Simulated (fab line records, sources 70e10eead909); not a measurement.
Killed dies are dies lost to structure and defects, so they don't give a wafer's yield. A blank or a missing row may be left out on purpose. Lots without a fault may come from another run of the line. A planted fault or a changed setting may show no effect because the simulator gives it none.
Chamber matching | flow nand_harc | NHARC_A_STAIRCASE_TRIM_196 on rie_diel-06: 4 sister chambers
The step chemistry O2, time 211.2 s. 24 wafers are shown with their chamber, then 12 later ones without.

WAFERS WITH THEIR CHAMBER
wafer  | chamber | showerhead_plenum_p_Torr (Torr) | rf_vpp_V (V) | oes_product_au (a.u.)
L074.2 | 0       | 3.36                            | 58.3         | 0.995
L074.4 | 3       | 3.36                            | 56.1         | 0.997
L074.6 | 1       | 3.44                            | 57.3         | 1.003
L078.2 | 1       | 3.44                            | 56.6         | 0.994
L078.3 | 3       | 3.35                            | 56.3         | 0.994
L078.5 | 3       | 3.35                            | 57.5         | 0.997
L081.2 | 1       | 3.43                            | 55.9         | 0.999
L081.4 | 0       | 3.36                            | 57.7         | 0.987
L081.6 | 1       | 3.43                            | 57.4         | 0.998
L083.1 | 2       | 3.80                            | 58.1         | 1.009
L083.2 | 1       | 3.43                            | 57.3         | 0.994
L083.3 | 0       | 3.36                            | 56.1         | 0.978
L086.1 | 0       | 3.35                            | 57.3         | 0.995
L086.3 | 2       | 3.79                            | 58.0         | 0.994
L086.4 | 3       | 3.35                            | 56.7         | 0.988
L088.2 | 3       | 3.34                            | 57.6         | 0.996
L088.5 | 3       | 3.34                            | 56.1         | 0.982
L088.6 | 0       | 3.35                            | 57.9         | 0.983
L089.1 | 2       | 3.79                            | 58.7         | 1.006
L089.2 | 3       | 3.34                            | 57.4         | 1.000
L089.6 | 1       | 3.42                            | 57.0         | 1.010
L090.2 | 2       | 3.79                            | 59.7         | 0.992
L090.5 | 3       | 3.34                            | 58.0         | 0.999
L090.6 | 0       | 3.35                            | 56.0         | 0.994

SIGNATURES (means of the wafers above)
reading                  | chamber 0 | chamber 1 | chamber 2 | chamber 3 | scatter within a chamber
showerhead_plenum_p_Torr | 3.3550    | 3.4317    | 3.7925    | 3.3462    | 0.00669
rf_vpp_V                 | 57.217    | 56.917    | 58.625    | 56.962    | 0.777
oes_product_au           | 0.98867   | 0.99967   | 1.00025   | 0.99413   | 0.00679
Rule: a wafer's distance from a chamber is the root of the sum, over the readings, of the square of ((its reading less the chamber's mean) divided by the reading's scatter). The wafer belongs to the nearest chamber; if the next one is less than 2 further off, it can't be placed. The scatter: the root of (the sum of the squares of (reading less its chamber's mean) over the shown wafers, divided by (wafers less chambers)).

WAFERS WITHOUT THEIR CHAMBER
wafer  | showerhead_plenum_p_Torr (Torr) | rf_vpp_V (V) | oes_product_au (a.u.)
L094.3 | 3.34                            | 58.5         | 0.997
L094.4 | 3.34                            | 56.7         | 0.983
L094.5 | 3.34                            | 55.9         | 1.008
L096.3 | 3.78                            | 56.9         | 1.010
L096.5 | 3.33                            | 57.4         | 1.010
L096.6 | 3.34                            | 57.2         | 0.995
L095.1 | 3.42                            | 56.8         | 1.008
L095.2 | 3.33                            | 56.8         | 0.997
L095.4 | 3.34                            | 56.9         | 0.988
L097.2 | 3.41                            | 58.1         | 1.002
L097.5 | 3.41                            | 58.5         | 1.003
L097.6 | 3.34                            | 56.8         | 0.987

WHICH CHAMBER EACH WENT THROUGH
wafer  | from the rows above     | in truth
L094.3 | can't be placed: 3 or 0 | 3
L094.4 | can't be placed: 3 or 0 | 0
L094.5 | can't be placed: 3 or 0 | 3
L096.3 | 2                       | 2
L096.5 | can't be placed: 3 or 0 | 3
L096.6 | can't be placed: 3 or 0 | 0
L095.1 | 1                       | 1
L095.2 | can't be placed: 3 or 0 | 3
L095.4 | can't be placed: 3 or 0 | 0
L097.2 | 1                       | 1
L097.5 | 1                       | 1
L097.6 | can't be placed: 3 or 0 | 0
Placed correctly: 4 of 12. Can't be placed from these rows: 8 (the true chamber is among the candidates in 8). Placed wrongly: 0.
